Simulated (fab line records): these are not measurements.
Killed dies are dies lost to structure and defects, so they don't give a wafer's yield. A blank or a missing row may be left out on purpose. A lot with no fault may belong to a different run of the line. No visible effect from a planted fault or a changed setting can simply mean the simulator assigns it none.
Chamber matching | flow n5 finfet | N5_SD_EPI_P_ETCH_47 on rie diel-05: 4 sister chambers
The step etches SiOCN in CH3F/O2, target depth 25 nm. 4 wafers are shown with their chamber, then 9 later ones without.

## WAFERS WITH THEIR CHAMBER
wafer  | chamber | drypump motor current A (A)
L818.5 | 3       | 6.3
L819.1 | 0       | 5.4
L819.4 | 1       | 5.6
L819.5 | 2       | 6.5

## WAFERS MISSING THEIR CHAMBER
wafer  | drypump motor current A (A)
L821.3 | 6.3
L821.4 | 6.4
L821.6 | 5.6
L823.1 | 6.5
L823.4 | 6.3
L825.1 | 5.6
L825.4 | 5.6
L827.5 | 5.4
L827.6 | 6.4

## THE CHAMBER EACH PASSED THROUGH
wafer  | from the rows above     | in truth
L821.3 | 3                       | 3
L821.4 | can't be placed: 2 or 3 | 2
L821.6 | 1                       | 1
L823.1 | 2                       | 2
L823.4 | 3                       | 3
L825.1 | 1                       | 1
L825.4 | 1                       | 1
L827.5 | 0                       | 0
L827.6 | can't be placed: 2 or 3 | 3
Placed correctly: 7 of 9. Not placeable from these rows: 2 (in 2, the candidates include the true chamber). 0 placed wrongly.
How it was worked out, from the rows above alone: a wafer's distance from a chamber is the root of the sum, over the readings, of the square of ((its reading less the chamber's mean) divided by the reading's scatter). The wafer belongs to the nearest chamber; if the next one is less than 2 further off, it can't be placed. For every chamber, the mean is computed from those of its wafers that are shown. The scatter: root of mean squared gap, hidden wafer to nearest shown wafer, with one shown wafer a chamber.
